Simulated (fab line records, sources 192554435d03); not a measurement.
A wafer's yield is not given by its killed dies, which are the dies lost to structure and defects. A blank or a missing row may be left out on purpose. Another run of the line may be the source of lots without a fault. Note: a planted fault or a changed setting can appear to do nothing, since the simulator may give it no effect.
Which tool did it? | flow n5_finfet | 10 lots, 30 wafers sampled, at 1 step of a route of 1938

## WHAT THE GAUGES READ, wafer by wafer
N5_BEOL_M4_RC_MEAS_101.
lot  | measured     | on        | DIBL_N (mV/V)
L379 | day 9 06:28  | prober-01 | 35.5 38.7 37.8
L380 | day 9 10:19  | prober-01 | 36.4 34.4 35.7
L382 | day 9 12:20  | prober-01 | 36.2 36.3 35.1
L387 | day 11 01:58 | prober-01 | 36.7 38.2 35.7
L388 | day 11 09:09 | prober-01 | 36.8 36.9 35.2
L391 | day 11 17:19 | prober-01 | 35.0 36.0 35.3
L397 | day 13 18:05 | prober-02 | 39.0 37.2 37.0
L398 | day 13 23:07 | prober-02 | 34.7 34.6 33.9
L401 | day 14 15:42 | prober-02 | 37.2 36.8 35.9
L402 | day 15 06:20 | prober-02 | 37.0 35.1 36.8

## WHICH TOOL RAN EACH LOT (tool, then ch and the chambers of the sampled wafers, then the start)
No process step before these readings appears in the record.

## THE ANSWER, worked out from the rows above alone
Rule: the usual values come from the lots themselves. The widest of any qualifying gaps counts: lots, ordered by their means at a reading, are off when they make up no more than a third of the lots, leave a main group of 4 or more, and stand apart from it by 3 or more times the standard deviation of that group's means. A main group whose means are all the same, to the digits that the tables above print for the reading, isn't used. Also off: a lot with no number at a reading for which 4 or more lots have one. The other lots that the step has rows for count as sound.
Across all readings shown, no lot is off: no conclusion can be drawn from this.

## WHAT THE SIMULATOR PUT IN
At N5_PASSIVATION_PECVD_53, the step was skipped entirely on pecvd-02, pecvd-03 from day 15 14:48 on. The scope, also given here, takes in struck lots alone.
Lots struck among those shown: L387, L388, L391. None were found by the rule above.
